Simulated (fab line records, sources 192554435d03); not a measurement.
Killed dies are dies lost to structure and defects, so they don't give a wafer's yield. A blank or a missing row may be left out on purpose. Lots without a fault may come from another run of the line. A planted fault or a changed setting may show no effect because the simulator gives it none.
Which tool did it? | flow n5_finfet | 14 lots, 42 wafers sampled, at 1 step of a route of 1938

WHAT THE GAUGES READ, wafer by wafer
N5_BEOL_M1_CD_MEAS_35: target cd 18 nm, target cd y 21 nm. Usual: cd_nm 18.0 nm, standard deviation 0.3.
lot  | measured     | on        | cd_nm (nm)     | flag
L433 | day 6 10:59  | cd_sem-03 | 17.4 18.1 18.0 |
L434 | day 6 16:09  | cd_sem-02 | 18.2 17.9 18.1 |
L435 | day 7 01:04  | cd_sem-03 | 17.8 18.3 18.0 |
L436 | day 7 08:04  | cd_sem-03 | 18.2 17.9 17.9 |
L438 | day 7 16:21  | cd_sem-02 | 18.4 18.0 18.7 |
L437 | day 7 20:07  | cd_sem-02 | 18.1 18.1 18.5 |
L440 | day 8 11:23  | cd_sem-03 | 18.1 18.2 17.7 |
L442 | day 8 19:23  | cd_sem-02 | 17.3 18.1 17.9 |
L447 | day 9 21:33  | cd_sem-02 | 17.4 17.9 17.7 |
L448 | day 10 12:38 | cd_sem-03 | 18.6 18.0 18.2 |
L450 | day 10 18:53 | cd_sem-01 | 17.8 17.7 18.1 |
L451 | day 10 21:32 | cd_sem-01 | 18.7 18.2 17.9 |
L452 | day 11 00:58 | cd_sem-03 | 18.3 18.2 18.0 |
L455 | day 12 03:04 | cd_sem-01 | 17.4 17.5 17.7 |

WHICH TOOL RAN EACH LOT (tool, then ch and the chambers of the sampled wafers, then the start)
The record holds no process step before these readings.

WHAT THE TOOLS THEMSELVES READ (means of the sampled wafers that have a number; where no wafer has one, the mark that the record gives instead)
The record holds no such reading with a usual standard deviation.

THE ANSWER, worked out from the rows above alone
Rule: a lot is off if the mean of its wafers that have a number lies more than 3 standard deviations from the usual mean. A lot without any number at a reading at which 4 lots or more have one is off too. The other lots that the step has rows for count as sound. The gauges are gone through in route order, then the tools' own readings, and for those a lot's mean is taken as printed above. The first step at which some lot is off is used, and at that step the reading that is off furthest; a lot without a number counts as furthest.
No lot is off at any reading shown: from this, nothing can be told.

WHAT THE SIMULATOR HAD PUT IN
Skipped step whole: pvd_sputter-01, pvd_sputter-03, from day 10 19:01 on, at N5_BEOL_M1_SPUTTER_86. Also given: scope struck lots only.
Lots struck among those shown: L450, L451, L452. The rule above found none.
